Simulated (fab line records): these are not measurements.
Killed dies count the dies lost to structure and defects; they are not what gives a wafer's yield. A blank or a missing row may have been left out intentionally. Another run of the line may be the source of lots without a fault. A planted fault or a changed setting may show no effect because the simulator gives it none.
Split-lot study + flow n5_finfet + 7 lots, 21 wafers read, on a route of 1938 steps

## THE SPLIT
At N5_FIN_SAQP_COAT_10 (resist thk 90 nm), the setting spin_rpm was moved away from the recipe's 1500 rpm on 7 of the 21 wafers read, by -10.3% to +9.0%. For the rest of the wafers, this setting stayed at what the recipe calls for.

Reading taken at the split's own step.

## THE READING
CAR-ArF_of_FIN_SAQP_COAT_10.thk_nm (the simulator's own value, which no gauge read), in nm, at N5_FIN_SAQP_COAT_10 (resist thk 90 nm). The file gives no usual value for it. The 14 wafers here that ran the recipe average 90.19 nm, standard deviation 0.18 nm.

| wafer  | tool, chamber at the split | spin_rpm as run, rpm | against the recipe | CAR-ArF_of_FIN_SAQP_COAT_10.thk_nm, nm | against lot-mates on the recipe |
|--------|----------------------------|----------------------|--------------------|----------------------------------------|---------------------------------|
| L075.2 | litho_track-04, 0          | 1500                 | recipe             | 90.01                                  | -                               |
| L075.4 | litho_track-04, 0          | 1500                 | recipe             | 89.99                                  | -                               |
| L075.6 | litho_track-04, 0          | 1406                 | -6.3%              | 93.29                                  | +3.29                           |
| L085.2 | litho_track-01, 0          | 1500                 | recipe             | 90.04                                  | -                               |
| L085.3 | litho_track-01, 0          | 1500                 | recipe             | 90.34                                  | -                               |
| L085.5 | litho_track-01, 0          | 1500                 | recipe             | 90.41                                  | -                               |
| L087.1 | litho_track-04, 0          | 1500                 | recipe             | 90.32                                  | -                               |
| L087.2 | litho_track-04, 0          | 1362                 | -9.2%              | 94.83                                  | +4.52                           |
| L087.3 | litho_track-04, 0          | 1500                 | recipe             | 90.3                                   | -                               |
| L092.2 | litho_track-01, 0          | 1635                 | +9.0%              | 86.37                                  | -3.54                           |
| L092.5 | litho_track-01, 0          | 1500                 | recipe             | 89.97                                  | -                               |
| L092.6 | litho_track-01, 0          | 1500                 | recipe             | 89.85                                  | -                               |
| L093.1 | litho_track-04, 0          | 1409                 | -6.1%              | 93.05                                  | +2.71                           |
| L093.4 | litho_track-04, 0          | 1500                 | recipe             | 90.34                                  | -                               |
| L093.6 | litho_track-04, 0          | 1409                 | -6.1%              | 93.11                                  | +2.77                           |
| L094.2 | litho_track-04, 0          | 1500                 | recipe             | 90.41                                  | -                               |
| L094.4 | litho_track-04, 0          | 1500                 | recipe             | 90.37                                  | -                               |
| L094.6 | litho_track-04, 0          | 1500                 | recipe             | 90.13                                  | -                               |
| L097.1 | litho_track-01, 0          | 1346                 | -10.3%             | 95.53                                  | +5.30                           |
| L097.2 | litho_track-01, 0          | 1346                 | -10.3%             | 95.04                                  | +4.81                           |
| L097.4 | litho_track-01, 0          | 1500                 | recipe             | 90.23                                  | -                               |

THE FIT
A straight line over all 21 wafers: CAR-ArF_of_FIN_SAQP_COAT_10.thk_nm changes by -0.478 nm for each +1% of spin_rpm; r = -1.00; the points scatter about the line by 0.22 nm.
The same after taking each lot's own level away (the mean of its wafers on the recipe; 21 wafers): -0.466 nm for each +1%; r = -1.00; scatter 0.22 nm.
According to that fit, moving spin_rpm by its largest amount changes the reading by 4.8 nm.
Across the lots, their own levels run from 89.910 to 90.340 nm, a range of 2.4 times the standard deviation given above.
Consequently the slope shifts little with the lot-to-lot level, the two slopes agreeing.
Check: with one of the wafers moved furthest among these (-10.3%) left out of the fit, the line predicts +4.74 nm for it against its lot-mates. Against them it came out at +5.3 nm.

## THESE WAFERS: OTHER SPLITS
Other splits were also applied to these wafers ahead of the reading. Each is held against what the fit with the lots' levels taken away leaves over:
| other split on the same wafers | wafers away from the commonest value | r with CAR-ArF_of_FIN_SAQP_COAT_10.thk_nm (lot level and that fit taken away) |
|--------------------------------|--------------------------------------|-------------------------------------------------------------------------------|
| N5_ZERO_LAYER_PECVD_02 time_s  | 5                                    | +0.15                                                                         |

## THE FILE'S OWN FIT
CAR-ArF_of_FIN_SAQP_COAT_10.thk_nm changes by -0.468 nm for each +1% of spin_rpm, r = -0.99.
